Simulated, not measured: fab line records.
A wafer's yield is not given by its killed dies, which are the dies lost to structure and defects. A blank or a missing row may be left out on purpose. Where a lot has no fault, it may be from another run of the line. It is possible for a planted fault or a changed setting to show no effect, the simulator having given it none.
Which tool did it? :: flow n5 finfet :: 24 lots, 72 wafers sampled, at 6 steps of a route of 1938

== WHAT THE GAUGES READ, wafer by wafer ==
N5_BEOL_M3_THK_MEAS_01. Usual: for M3_ILD_THK the level is 78.5 nm and the standard deviation is 0.9.
lot: L074
measured: day 6 23:26
on: film metro-01
M3_ILD_THK (nm): 77.5 78.9 78.9
flag: 

lot: L075
measured: day 7 01:30
on: film metro-01
M3_ILD_THK (nm): 77.2 77.7 78.0
flag: 

lot: L077
measured: day 7 07:33
on: film metro-01
M3_ILD_THK (nm): 78.3 77.6 79.1
flag: 

lot: L076
measured: day 7 09:47
on: film metro-01
M3_ILD_THK (nm): 78.3 80.2 79.5
flag: 

lot: L078
measured: day 8 00:38
on: film metro-01
M3_ILD_THK (nm): 76.9 77.3 79.1
flag: 

lot: L079
measured: day 8 03:30
on: film metro-01
M3_ILD_THK (nm): 77.4 78.2 78.8
flag: 

lot: L080
measured: day 8 03:14
on: film metro-01
M3_ILD_THK (nm): 78.2 78.8 78.9
flag: 

lot: L081
measured: day 8 10:32
on: film metro-02
M3_ILD_THK (nm): 79.2 77.4 78.2
flag: 

lot: L082
measured: day 8 18:12
on: film metro-02
M3_ILD_THK (nm): 78.4 78.7 79.5
flag: 

lot: L083
measured: day 8 23:44
on: film metro-01
M3_ILD_THK (nm): 79.7 79.2 80.0
flag: 

lot: L084
measured: day 9 16:13
on: film metro-01
M3_ILD_THK (nm): 79.0 79.4 79.6
flag: 

lot: L086
measured: day 9 18:49
on: film metro-02
M3_ILD_THK (nm): 78.6 78.1 79.2
flag: 

lot: L085
measured: day 10 00:28
on: film metro-01
M3_ILD_THK (nm): 77.8 78.8 78.7
flag: 

lot: L087
measured: day 10 06:31
on: film metro-01
M3_ILD_THK (nm): 77.4 79.4 78.8
flag: 

lot: L088
measured: day 10 07:19
on: film metro-02
M3_ILD_THK (nm): 78.4 77.6 79.1
flag: 

lot: L089
measured: day 10 13:13
on: film metro-01
M3_ILD_THK (nm): 79.0 80.0 79.7
flag: 

lot: L090
measured: day 10 19:02
on: film metro-01
M3_ILD_THK (nm): 77.0 78.5 78.3
flag: 

lot: L091
measured: day 10 22:22
on: film metro-01
M3_ILD_THK (nm): 77.6 79.5 79.9
flag: 

lot: L093
measured: day 11 10:32
on: film metro-02
M3_ILD_THK (nm): 77.0 77.4 77.9
flag: 

lot: L092
measured: day 11 15:17
on: film metro-01
M3_ILD_THK (nm): 79.4 78.2 79.7
flag: 

lot: L094
measured: day 11 19:34
on: film metro-02
M3_ILD_THK (nm): 76.8 77.1 77.7
flag: 

lot: L095
measured: day 12 18:19
on: film metro-01
M3_ILD_THK (nm): 78.1 79.5 79.6
flag: 

lot: L096
measured: day 13 00:04
on: film metro-02
M3_ILD_THK (nm): 77.9 79.5 78.9
flag: 

lot: L097
measured: day 13 03:21
on: film metro-01
M3_ILD_THK (nm): 77.9 78.1 77.8
flag: 

== EACH LOT AND THE TOOL THAT RAN IT (in order: tool; ch and the chambers of the sampled wafers; start) ==
lot: L074
N5_BEOL_M2_DEGAS_44: pvd sputter-03, day 6 19:57
N5_BEOL_M2_ANNEAL_87: pvd sputter-02, day 6 21:14
N5_BEOL_M2_ANNEAL_89: pvd sputter-02, day 6 21:28
N5_BEOL_M2_SPUTTER_92: pvd sputter-02, day 6 21:49
N5_BEOL_M2_CO_CAP_55: cvd co-01 ch 0,1, day 6 23:07

lot: L075
N5_BEOL_M2_DEGAS_44: pvd sputter-02, day 6 20:23
N5_BEOL_M2_ANNEAL_87: pvd sputter-02, day 6 23:18
N5_BEOL_M2_ANNEAL_89: pvd sputter-02, day 6 23:31
N5_BEOL_M2_SPUTTER_92: pvd sputter-02, day 6 23:53
N5_BEOL_M2_CO_CAP_55: cvd co-01 ch 0,1,2, day 7 01:11

lot: L077
N5_BEOL_M2_DEGAS_44: pvd sputter-01, day 7 03:57
N5_BEOL_M2_ANNEAL_87: pvd sputter-03, day 7 05:20
N5_BEOL_M2_ANNEAL_89: pvd sputter-03, day 7 05:34
N5_BEOL_M2_SPUTTER_92: pvd sputter-03, day 7 05:55
N5_BEOL_M2_CO_CAP_55: cvd co-01 ch 0,1,2, day 7 07:14

lot: L076
N5_BEOL_M2_DEGAS_44: pvd sputter-01, day 7 04:29
N5_BEOL_M2_ANNEAL_87: pvd sputter-02, day 7 07:08
N5_BEOL_M2_ANNEAL_89: pvd sputter-02, day 7 07:22
N5_BEOL_M2_SPUTTER_92: pvd sputter-02, day 7 07:43
N5_BEOL_M2_CO_CAP_55: cvd co-02 ch 0,1, day 7 09:28

lot: L078
N5_BEOL_M2_DEGAS_44: pvd sputter-01, day 7 20:06
N5_BEOL_M2_ANNEAL_87: pvd sputter-03, day 7 22:07
N5_BEOL_M2_ANNEAL_89: pvd sputter-03, day 7 22:20
N5_BEOL_M2_SPUTTER_92: pvd sputter-03, day 7 22:41
N5_BEOL_M2_CO_CAP_55: cvd co-01 ch 0,1, day 8 00:18

lot: L079
N5_BEOL_M2_DEGAS_44: pvd sputter-01, day 7 23:20
N5_BEOL_M2_ANNEAL_87: pvd sputter-02, day 8 01:10
N5_BEOL_M2_ANNEAL_89: pvd sputter-02, day 8 01:23
N5_BEOL_M2_SPUTTER_92: pvd sputter-02, day 8 01:45
N5_BEOL_M2_CO_CAP_55: cvd co-01 ch 0,1, day 8 03:10

lot: L080
N5_BEOL_M2_DEGAS_44: pvd sputter-01, day 7 23:25
N5_BEOL_M2_ANNEAL_87: pvd sputter-03, day 8 01:01
N5_BEOL_M2_ANNEAL_89: pvd sputter-03, day 8 01:14
N5_BEOL_M2_SPUTTER_92: pvd sputter-03, day 8 01:36
N5_BEOL_M2_CO_CAP_55: cvd co-01 ch 0,1,2, day 8 02:55

lot: L081
N5_BEOL_M2_DEGAS_44: pvd sputter-01, day 8 05:18
N5_BEOL_M2_ANNEAL_87: pvd sputter-02, day 8 06:52
N5_BEOL_M2_ANNEAL_89: pvd sputter-02, day 8 07:05
N5_BEOL_M2_SPUTTER_92: pvd sputter-02, day 8 07:26
N5_BEOL_M2_CO_CAP_55: cvd co-01 ch 0,1,2, day 8 10:14

lot: L082
N5_BEOL_M2_DEGAS_44: pvd sputter-01, day 8 14:26
N5_BEOL_M2_ANNEAL_87: pvd sputter-01, day 8 15:59
N5_BEOL_M2_ANNEAL_89: pvd sputter-01, day 8 16:13
N5_BEOL_M2_SPUTTER_92: pvd sputter-01, day 8 16:34
N5_BEOL_M2_CO_CAP_55: cvd co-02 ch 0,1,2, day 8 17:53

lot: L083
N5_BEOL_M2_DEGAS_44: pvd sputter-01, day 8 19:40
N5_BEOL_M2_ANNEAL_87: pvd sputter-02, day 8 21:32
N5_BEOL_M2_ANNEAL_89: pvd sputter-02, day 8 21:45
N5_BEOL_M2_SPUTTER_92: pvd sputter-02, day 8 22:07
N5_BEOL_M2_CO_CAP_55: cvd co-01 ch 0,1,2, day 8 23:25

lot: L084
N5_BEOL_M2_DEGAS_44: pvd sputter-02, day 9 12:31
N5_BEOL_M2_ANNEAL_87: pvd sputter-02, day 9 14:01
N5_BEOL_M2_ANNEAL_89: pvd sputter-02, day 9 14:14
N5_BEOL_M2_SPUTTER_92: pvd sputter-02, day 9 14:35
N5_BEOL_M2_CO_CAP_55: cvd co-01 ch 0,1,2, day 9 15:54

lot: L086
N5_BEOL_M2_DEGAS_44: pvd sputter-01, day 9 14:38
N5_BEOL_M2_ANNEAL_87: pvd sputter-01, day 9 16:07
N5_BEOL_M2_ANNEAL_89: pvd sputter-01, day 9 16:20
N5_BEOL_M2_SPUTTER_92: pvd sputter-01, day 9 16:41
N5_BEOL_M2_CO_CAP_55: cvd co-01 ch 0,2, day 9 18:30

lot: L085
N5_BEOL_M2_DEGAS_44: pvd sputter-01, day 9 17:13
N5_BEOL_M2_ANNEAL_87: pvd sputter-01, day 9 18:31
N5_BEOL_M2_ANNEAL_89: pvd sputter-01, day 9 18:44
N5_BEOL_M2_SPUTTER_92: pvd sputter-01, day 9 19:05
N5_BEOL_M2_CO_CAP_55: cvd co-02 ch 0,1, day 10 00:09

lot: L087
N5_BEOL_M2_DEGAS_44: pvd sputter-02, day 10 02:46
N5_BEOL_M2_ANNEAL_87: pvd sputter-02, day 10 04:17
N5_BEOL_M2_ANNEAL_89: pvd sputter-02, day 10 04:31
N5_BEOL_M2_SPUTTER_92: pvd sputter-02, day 10 04:52
N5_BEOL_M2_CO_CAP_55: cvd co-01 ch 1,2, day 10 06:11

lot: L088
N5_BEOL_M2_DEGAS_44: pvd sputter-03, day 10 03:35
N5_BEOL_M2_ANNEAL_87: pvd sputter-03, day 10 05:05
N5_BEOL_M2_ANNEAL_89: pvd sputter-03, day 10 05:19
N5_BEOL_M2_SPUTTER_92: pvd sputter-03, day 10 05:40
N5_BEOL_M2_CO_CAP_55: cvd co-02 ch 1,2, day 10 07:01

lot: L089
N5_BEOL_M2_DEGAS_44: pvd sputter-03, day 10 09:17
N5_BEOL_M2_ANNEAL_87: pvd sputter-03, day 10 10:59
N5_BEOL_M2_ANNEAL_89: pvd sputter-03, day 10 11:12
N5_BEOL_M2_SPUTTER_92: pvd sputter-03, day 10 11:34
N5_BEOL_M2_CO_CAP_55: cvd co-01 ch 0,1,2, day 10 12:53

lot: L090
N5_BEOL_M2_DEGAS_44: pvd sputter-01, day 10 15:23
N5_BEOL_M2_ANNEAL_87: pvd sputter-01, day 10 16:50
N5_BEOL_M2_ANNEAL_89: pvd sputter-01, day 10 17:04
N5_BEOL_M2_SPUTTER_92: pvd sputter-01, day 10 17:25
N5_BEOL_M2_CO_CAP_55: cvd co-01 ch 0,1, day 10 18:44

lot: L091
N5_BEOL_M2_DEGAS_44: pvd sputter-02, day 10 18:43
N5_BEOL_M2_ANNEAL_87: pvd sputter-02, day 10 20:08
N5_BEOL_M2_ANNEAL_89: pvd sputter-02, day 10 20:21
N5_BEOL_M2_SPUTTER_92: pvd sputter-02, day 10 20:43
N5_BEOL_M2_CO_CAP_55: cvd co-01 ch 0,1,2, day 10 22:01

lot: L093
N5_BEOL_M2_DEGAS_44: pvd sputter-03, day 11 07:01
N5_BEOL_M2_ANNEAL_87: pvd sputter-02, day 11 08:18
N5_BEOL_M2_ANNEAL_89: pvd sputter-02, day 11 08:31
N5_BEOL_M2_SPUTTER_92: pvd sputter-02, day 11 08:53
N5_BEOL_M2_CO_CAP_55: cvd co-01 ch 0,1,2, day 11 10:12

lot: L092
N5_BEOL_M2_DEGAS_44: pvd sputter-03, day 11 11:30
N5_BEOL_M2_ANNEAL_87: pvd sputter-03, day 11 13:04
N5_BEOL_M2_ANNEAL_89: pvd sputter-03, day 11 13:17
N5_BEOL_M2_SPUTTER_92: pvd sputter-03, day 11 13:38
N5_BEOL_M2_CO_CAP_55: cvd co-02 ch 0,1,2, day 11 14:59

lot: L094
N5_BEOL_M2_DEGAS_44: pvd sputter-03, day 11 15:25
N5_BEOL_M2_ANNEAL_87: pvd sputter-03, day 11 16:56
N5_BEOL_M2_ANNEAL_89: pvd sputter-03, day 11 17:10
N5_BEOL_M2_SPUTTER_92: pvd sputter-03, day 11 17:31
N5_BEOL_M2_CO_CAP_55: cvd co-02 ch 0,2, day 11 19:15

lot: L095
N5_BEOL_M2_DEGAS_44: pvd sputter-02, day 12 14:47
N5_BEOL_M2_ANNEAL_87: pvd sputter-03, day 12 16:07
N5_BEOL_M2_ANNEAL_89: pvd sputter-03, day 12 16:20
N5_BEOL_M2_SPUTTER_92: pvd sputter-03, day 12 16:42
N5_BEOL_M2_CO_CAP_55: cvd co-01 ch 0,1,2, day 12 18:01

lot: L096
N5_BEOL_M2_DEGAS_44: pvd sputter-02, day 12 20:29
N5_BEOL_M2_ANNEAL_87: pvd sputter-01, day 12 21:52
N5_BEOL_M2_ANNEAL_89: pvd sputter-01, day 12 22:05
N5_BEOL_M2_SPUTTER_92: pvd sputter-01, day 12 22:27
N5_BEOL_M2_CO_CAP_55: cvd co-01 ch 1,2, day 12 23:46

lot: L097
N5_BEOL_M2_DEGAS_44: pvd sputter-02, day 12 23:49
N5_BEOL_M2_ANNEAL_87: pvd sputter-03, day 13 01:09
N5_BEOL_M2_ANNEAL_89: pvd sputter-03, day 13 01:22
N5_BEOL_M2_SPUTTER_92: pvd sputter-03, day 13 01:44
N5_BEOL_M2_CO_CAP_55: cvd co-02 ch 0,1, day 13 03:02
- N5_BEOL_M2_DEGAS_44: time 60 s.
- N5_BEOL_M2_ANNEAL_87: time 240 s.
- N5_BEOL_M2_ANNEAL_89: time 240 s.
- N5_BEOL_M2_SPUTTER_92: material Cu, target thk 4.5 nm, time 8.29 s.
- N5_BEOL_M2_CO_CAP_55: material Co, precursor CCTBA/H2, target thk 2 nm, time 102.1 s.

== AS READ BY THE TOOLS THEMSELVES (means over the sampled wafers that have a number; for cases with no such wafer, the mark the record gives instead) ==
N5_BEOL_M2_DEGAS_44. Usual: 330 W for heater power w, sd 33.
lot: L074
tool: pvd sputter-03
heater power w (W): 353
flag: 

lot: L075
tool: pvd sputter-02
heater power w (W): 340
flag: 

lot: L077
tool: pvd sputter-01
heater power w (W): 318
flag: 

lot: L076
tool: pvd sputter-01
heater power w (W): 315
flag: 

lot: L078
tool: pvd sputter-01
heater power w (W): 314
flag: 

lot: L079
tool: pvd sputter-01
heater power w (W): 314
flag: 

lot: L080
tool: pvd sputter-01
heater power w (W): 324
flag: 

lot: L081
tool: pvd sputter-01
heater power w (W): 333
flag: 

lot: L082
tool: pvd sputter-01
heater power w (W): 321
flag: 

lot: L083
tool: pvd sputter-01
heater power w (W): 319
flag: 

lot: L084
tool: pvd sputter-02
heater power w (W): 343
flag: 

lot: L086
tool: pvd sputter-01
heater power w (W): 293
flag: 

lot: L085
tool: pvd sputter-01
heater power w (W): 324
flag: 

lot: L087
tool: pvd sputter-02
heater power w (W): 355
flag: 

lot: L088
tool: pvd sputter-03
heater power w (W): 308
flag: 

lot: L089
tool: pvd sputter-03
heater power w (W): 318
flag: 

lot: L090
tool: pvd sputter-01
heater power w (W): 336
flag: 

lot: L091
tool: pvd sputter-02
heater power w (W): 335
flag: 

lot: L093
tool: pvd sputter-03
heater power w (W): 313
flag: 

lot: L092
tool: pvd sputter-03
heater power w (W): 343
flag: 

lot: L094
tool: pvd sputter-03
heater power w (W): 352
flag: 

lot: L095
tool: pvd sputter-02
heater power w (W): 347
flag: 

lot: L096
tool: pvd sputter-02
heater power w (W): 343
flag: 

lot: L097
tool: pvd sputter-02
heater power w (W): 335
flag: 

N5_BEOL_M2_ANNEAL_87. Usual: 829 W for heater power w, sd 85.
lot: L074
tool: pvd sputter-02
heater power w (W): 862
flag: 

lot: L075
tool: pvd sputter-02
heater power w (W): 855
flag: 

lot: L077
tool: pvd sputter-03
heater power w (W): 782
flag: 

lot: L076
tool: pvd sputter-02
heater power w (W): 852
flag: 

lot: L078
tool: pvd sputter-03
heater power w (W): 895
flag: 

lot: L079
tool: pvd sputter-02
heater power w (W): 829
flag: 

lot: L080
tool: pvd sputter-03
heater power w (W): 771
flag: 

lot: L081
tool: pvd sputter-02
heater power w (W): 852
flag: 

lot: L082
tool: pvd sputter-01
heater power w (W): 759
flag: 

lot: L083
tool: pvd sputter-02
heater power w (W): 879
flag: 

lot: L084
tool: pvd sputter-02
heater power w (W): 853
flag: 

lot: L086
tool: pvd sputter-01
heater power w (W): 799
flag: 

lot: L085
tool: pvd sputter-01
heater power w (W): 832
flag: 

lot: L087
tool: pvd sputter-02
heater power w (W): 822
flag: 

lot: L088
tool: pvd sputter-03
heater power w (W): 771
flag: 

lot: L089
tool: pvd sputter-03
heater power w (W): 876
flag: 

lot: L090
tool: pvd sputter-01
heater power w (W): 747
flag: 

lot: L091
tool: pvd sputter-02
heater power w (W): 882
flag: 

lot: L093
tool: pvd sputter-02
heater power w (W): 850
flag: 

lot: L092
tool: pvd sputter-03
heater power w (W): 725
flag: 

lot: L094
tool: pvd sputter-03
heater power w (W): 726
flag: 

lot: L095
tool: pvd sputter-03
heater power w (W): 831
flag: 

lot: L096
tool: pvd sputter-01
heater power w (W): 811
flag: 

lot: L097
tool: pvd sputter-03
heater power w (W): 780
flag: 

N5_BEOL_M2_ANNEAL_89. Usual: 830 W for heater power w, sd 85.
lot: L074
tool: pvd sputter-02
heater power w (W): 861
flag: 

lot: L075
tool: pvd sputter-02
heater power w (W): 850
flag: 

lot: L077
tool: pvd sputter-03
heater power w (W): 781
flag: 

lot: L076
tool: pvd sputter-02
heater power w (W): 834
flag: 

lot: L078
tool: pvd sputter-03
heater power w (W): 882
flag: 

lot: L079
tool: pvd sputter-02
heater power w (W): 834
flag: 

lot: L080
tool: pvd sputter-03
heater power w (W): 770
flag: 

lot: L081
tool: pvd sputter-02
heater power w (W): 860
flag: 

lot: L082
tool: pvd sputter-01
heater power w (W): 764
flag: 

lot: L083
tool: pvd sputter-02
heater power w (W): 882
flag: 

lot: L084
tool: pvd sputter-02
heater power w (W): 858
flag: 

lot: L086
tool: pvd sputter-01
heater power w (W): 799
flag: 

lot: L085
tool: pvd sputter-01
heater power w (W): 832
flag: 

lot: L087
tool: pvd sputter-02
heater power w (W): 822
flag: 

lot: L088
tool: pvd sputter-03
heater power w (W): 773
flag: 

lot: L089
tool: pvd sputter-03
heater power w (W): 893
flag: 

lot: L090
tool: pvd sputter-01
heater power w (W): 760
flag: 

lot: L091
tool: pvd sputter-02
heater power w (W): 884
flag: 

lot: L093
tool: pvd sputter-02
heater power w (W): 861
flag: 

lot: L092
tool: pvd sputter-03
heater power w (W): 720
flag: 

lot: L094
tool: pvd sputter-03
heater power w (W): 723
flag: 

lot: L095
tool: pvd sputter-03
heater power w (W): 821
flag: 

lot: L096
tool: pvd sputter-01
heater power w (W): 803
flag: 

lot: L097
tool: pvd sputter-03
heater power w (W): 776
flag: 

N5_BEOL_M2_SPUTTER_92. Usual: substrate temp c -20.01 C, standard deviation 0.12; throttle valve pct 30.8 %, standard deviation 0.81.
lot: L074
tool: pvd sputter-02
substrate temp c (C): -19.98
throttle valve pct (%): 31.5
flag: 

lot: L075
tool: pvd sputter-02
substrate temp c (C): -20.01
throttle valve pct (%): 31.1
flag: 

lot: L077
tool: pvd sputter-03
substrate temp c (C): -20.00
throttle valve pct (%): 30.2
flag: 

lot: L076
tool: pvd sputter-02
substrate temp c (C): -20.11
throttle valve pct (%): 31.2
flag: 

lot: L078
tool: pvd sputter-03
substrate temp c (C): -20.11
throttle valve pct (%): 30.5
flag: 

lot: L079
tool: pvd sputter-02
substrate temp c (C): -20.00
throttle valve pct (%): 30.6
flag: 

lot: L080
tool: pvd sputter-03
substrate temp c (C): -19.95
throttle valve pct (%): 30.4
flag: 

lot: L081
tool: pvd sputter-02
substrate temp c (C): -20.00
throttle valve pct (%): 31.1
flag: 

lot: L082
tool: pvd sputter-01
substrate temp c (C): -19.87
throttle valve pct (%): 31.1
flag: 

lot: L083
tool: pvd sputter-02
substrate temp c (C): -20.01
throttle valve pct (%): 31.8
flag: 

lot: L084
tool: pvd sputter-02
substrate temp c (C): -20.11
throttle valve pct (%): 31.1
flag: 

lot: L086
tool: pvd sputter-01
substrate temp c (C): -19.98
throttle valve pct (%): 31.0
flag: 

lot: L085
tool: pvd sputter-01
substrate temp c (C): -20.05
throttle valve pct (%): 31.3
flag: 

lot: L087
tool: pvd sputter-02
substrate temp c (C): -20.08
throttle valve pct (%): 30.6
flag: 

lot: L088
tool: pvd sputter-03
substrate temp c (C): -19.98
throttle valve pct (%): 30.0
flag: 

lot: L089
tool: pvd sputter-03
substrate temp c (C): -20.13
throttle valve pct (%): 30.4
flag: 

lot: L090
tool: pvd sputter-01
substrate temp c (C): -19.97
throttle valve pct (%): 30.5
flag: 

lot: L091
tool: pvd sputter-02
substrate temp c (C): -19.97
throttle valve pct (%): 31.8
flag: 

lot: L093
tool: pvd sputter-02
substrate temp c (C): -19.99
throttle valve pct (%): 31.3
flag: 

lot: L092
tool: pvd sputter-03
substrate temp c (C): -20.03
throttle valve pct (%): 29.7
flag: 

lot: L094
tool: pvd sputter-03
substrate temp c (C): -20.13
throttle valve pct (%): 29.7
flag: 

lot: L095
tool: pvd sputter-03
substrate temp c (C): -20.08
throttle valve pct (%): 29.7
flag: 

lot: L096
tool: pvd sputter-01
substrate temp c (C): -19.91
throttle valve pct (%): 30.7
flag: 

lot: L097
tool: pvd sputter-03
substrate temp c (C): -19.88
throttle valve pct (%): 30.3
flag: 

N5_BEOL_M2_CO_CAP_55. Usual: 225 W for heater power w, sd 18.
lot: L074
tool: cvd co-01
heater power w (W): 241
flag: 

lot: L075
tool: cvd co-01
heater power w (W): 233
flag: 

lot: L077
tool: cvd co-01
heater power w (W): 231
flag: 

lot: L076
tool: cvd co-02
heater power w (W): 208
flag: 

lot: L078
tool: cvd co-01
heater power w (W): 243
flag: 

lot: L079
tool: cvd co-01
heater power w (W): 244
flag: 

lot: L080
tool: cvd co-01
heater power w (W): 235
flag: 

lot: L081
tool: cvd co-01
heater power w (W): 233
flag: 

lot: L082
tool: cvd co-02
heater power w (W): 209
flag: 

lot: L083
tool: cvd co-01
heater power w (W): 235
flag: 

lot: L084
tool: cvd co-01
heater power w (W): 231
flag: 

lot: L086
tool: cvd co-01
heater power w (W): 241
flag: 

lot: L085
tool: cvd co-02
heater power w (W): 211
flag: 

lot: L087
tool: cvd co-01
heater power w (W): 217
flag: 

lot: L088
tool: cvd co-02
heater power w (W): 207
flag: 

lot: L089
tool: cvd co-01
heater power w (W): 235
flag: 

lot: L090
tool: cvd co-01
heater power w (W): 239
flag: 

lot: L091
tool: cvd co-01
heater power w (W): 233
flag: 

lot: L093
tool: cvd co-01
heater power w (W): 234
flag: 

lot: L092
tool: cvd co-02
heater power w (W): 211
flag: 

lot: L094
tool: cvd co-02
heater power w (W): 208
flag: 

lot: L095
tool: cvd co-01
heater power w (W): 229
flag: 

lot: L096
tool: cvd co-01
heater power w (W): 230
flag: 

lot: L097
tool: cvd co-02
heater power w (W): 210
flag: 

== THE ANSWER, worked out from the rows above alone ==
Rule: lot off if the mean of its wafers having a number is beyond 3 standard deviations from the usual mean. A lot without any number at a reading at which 4 lots or more have one is off too. Any other lot the step has rows for is counted as sound. First the gauges in route order, then the tools' own readings, where a lot's mean is used as printed above. The first step at which some lot is off is used, and at that step the reading that is off furthest; a lot without a number counts as furthest.
None of the lots is off at any reading shown; this tells nothing.

== WHAT THE SIMULATOR HAD INSERTED ==
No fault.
